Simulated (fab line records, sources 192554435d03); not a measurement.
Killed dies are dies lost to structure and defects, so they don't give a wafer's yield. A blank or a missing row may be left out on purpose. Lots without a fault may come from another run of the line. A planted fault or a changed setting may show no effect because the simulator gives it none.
One fault seen from 2 desks | flow n5_finfet | each desk has only its own numbers; what lay behind them comes last

THE METROLOGY DESK
What the gauges read, lot by lot, whatever tool the lot ran on: means of the sampled wafers that have a number. A lot is out of limits, marked OUT, if its mean lies more than 4 standard deviations from the usual mean; the brackets give that distance. Of its 11 readings 7 are shown: those that lie furthest out on some lot.
Columns: A = DIBL_N at N5_BEOL_M4_RC_MEAS_101, usual 36.0 mV/V; B = DIBL_P at N5_BEOL_M4_RC_MEAS_101, usual 36.0 mV/V; C = IOFF_N at N5_BEOL_M4_RC_MEAS_101, usual 0.155 nA/um; D = IOFF_P at N5_BEOL_M4_RC_MEAS_101, usual 0.20 nA/um; E = ION_N at N5_BEOL_M4_RC_MEAS_101, usual 672 uA/um; F = SS_N at N5_BEOL_M4_RC_MEAS_101, usual 71.5 mV/dec; G = SS_P at N5_BEOL_M4_RC_MEAS_101, usual 73.2 mV/dec
lot  | first seen here | A    | B    | C     | D    | E   | F    | G
L760 | day 5 23:41     | 34.9 | 34.5 | 0.130 | 0.16 | 665 | 70.7 | 72.5
L763 | day 6 19:31     | 39.1 | 39.8 | 0.208 | 0.27 | 694 | 71.5 | 73.7
L765 | day 7 13:58     | 40.5 | 40.1 | 0.216 | 0.27 | 680 | 72.5 | 74.4
L768 | day 8 09:37     | 37.0 | 36.6 | 0.160 | 0.20 | 683 | 71.3 | 73.0
L773 | day 9 00:02     | 35.8 | 35.6 | 0.170 | 0.20 | 675 | 71.8 | 73.6
L775 | day 9 22:20     | 35.5 | 37.0 | 0.151 | 0.20 | 679 | 71.2 | 73.0
L776 | day 10 09:58    | 38.2 | 39.2 | 0.177 | 0.22 | 677 | 71.6 | 73.9
L778 | day 10 14:18    | 37.3 | 38.8 | 0.187 | 0.25 | 680 | 71.7 | 74.2
L779 | day 10 18:19    | 34.4 | 35.8 | 0.139 | 0.20 | 671 | 71.0 | 72.9
L781 | day 11 18:58    | 33.6 | 33.1 | 0.129 | 0.18 | 668 | 71.0 | 72.4
L782 | day 12 05:07    | 33.5 | 33.7 | 0.129 | 0.17 | 672 | 71.0 | 72.8
This desk's finding: nothing out of limits on any of the 11 lots.

THE TOOL OWNER'S DESK: litho_track-04
The tool's own readings at N5_BEOL_M1_COAT_73 (time 60 s, resist thk 5 nm): means of the sampled wafers that have a number, for each lot that ran on this tool. A lot is out of limits, marked OUT, if its mean lies more than 4 standard deviations from the usual mean; the brackets give that distance.
Columns: A = exhaust_pa at N5_BEOL_M1_COAT_73, usual 45.0 Pa; B = spin_speed_rpm at N5_BEOL_M1_COAT_73, usual 1500.0 rpm
lot  | first seen here | A    | B
L760 | day 6 00:08     | 44.5 | 1498.9
L763 | day 6 19:55     | 45.1 | 1436.2 (-79) OUT
L768 | day 8 13:04     | 45.2 | 1437.7 (-77) OUT
L778 | day 10 17:01    | 45.4 | 1500.3
This desk's finding: out of limits on L763, L768; first on L763, day 6 19:55 (spin_speed_rpm at N5_BEOL_M1_COAT_73). In limits: L760, L778.

PUT TOGETHER
The tool owner's desk could have raised an alarm at day 6 19:55, on L763, L768.
The metrology desk saw nothing out of limits.
The metrology desk has L763, L768 on record, within its limits.
Of the lots named, all ran N5_BEOL_M1_COAT_73 on litho_track-04.

WHAT THE SIMULATOR HAD PUT IN
Process parameter drift: litho_track-04, from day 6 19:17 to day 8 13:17, at N5_BEOL_M1_COAT_73. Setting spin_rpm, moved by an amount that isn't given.
Lots struck among those shown: L763, L768.
Hours from the fault's start to each desk's first reading out of limits: the tool owner's desk, 1.
